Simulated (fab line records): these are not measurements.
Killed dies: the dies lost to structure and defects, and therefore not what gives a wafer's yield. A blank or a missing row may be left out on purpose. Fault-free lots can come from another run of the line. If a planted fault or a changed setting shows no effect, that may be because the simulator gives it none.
Matching of chambers | flow nand_harc | 4 sister chambers for NHARC_A_STAIRCASE_ETCH_169 on rie_diel-02
The step etches the open film in CH3F/O2, target depth 50 nm, time 107.1 s. 4 wafers are shown with their chamber, then 8 later ones without.

== WAFERS, EACH WITH ITS CHAMBER ==
wafer  | chamber | drypump_motor_current_A (A)
L087.3 | 3       | 6.2
L087.5 | 0       | 5.1
L088.4 | 2       | 5.9
L085.1 | 1       | 6.0

== WAFERS WITHOUT THEIR CHAMBER ==
wafer  | drypump_motor_current_A (A)
L085.4 | 5.1
L085.6 | 6.1
L089.1 | 5.1
L089.3 | 6.2
L089.6 | 6.2
L093.1 | 6.0
L093.3 | 5.1
L093.6 | 6.0

== WHICH CHAMBER EACH WENT THROUGH ==
wafer  | from the rows above     | in truth
L085.4 | 0                       | 0
L085.6 | can't be placed: 1 or 3 | 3
L089.1 | 0                       | 0
L089.3 | 3                       | 3
L089.6 | 3                       | 3
L093.1 | 1                       | 1
L093.3 | 0                       | 0
L093.6 | 1                       | 1
Correct placement for 7 of the 8. From these rows, 1 cannot be placed; in 1 the true chamber is one of the candidates. Number placed wrongly: 0.
How it was worked out, from the rows above alone: a wafer's distance from a chamber is the root of the sum, over the readings, of the square of ((its reading less the chamber's mean) divided by the reading's scatter). If the next closest chamber is less than 2 further off than the closest, the wafer can't be placed; otherwise it belongs to the closest. For every chamber, the mean is computed from those of its wafers that are shown. The scatter (one wafer shown for each chamber): square how far every hidden wafer sits from the nearest shown wafer, average those squares and take the square root.
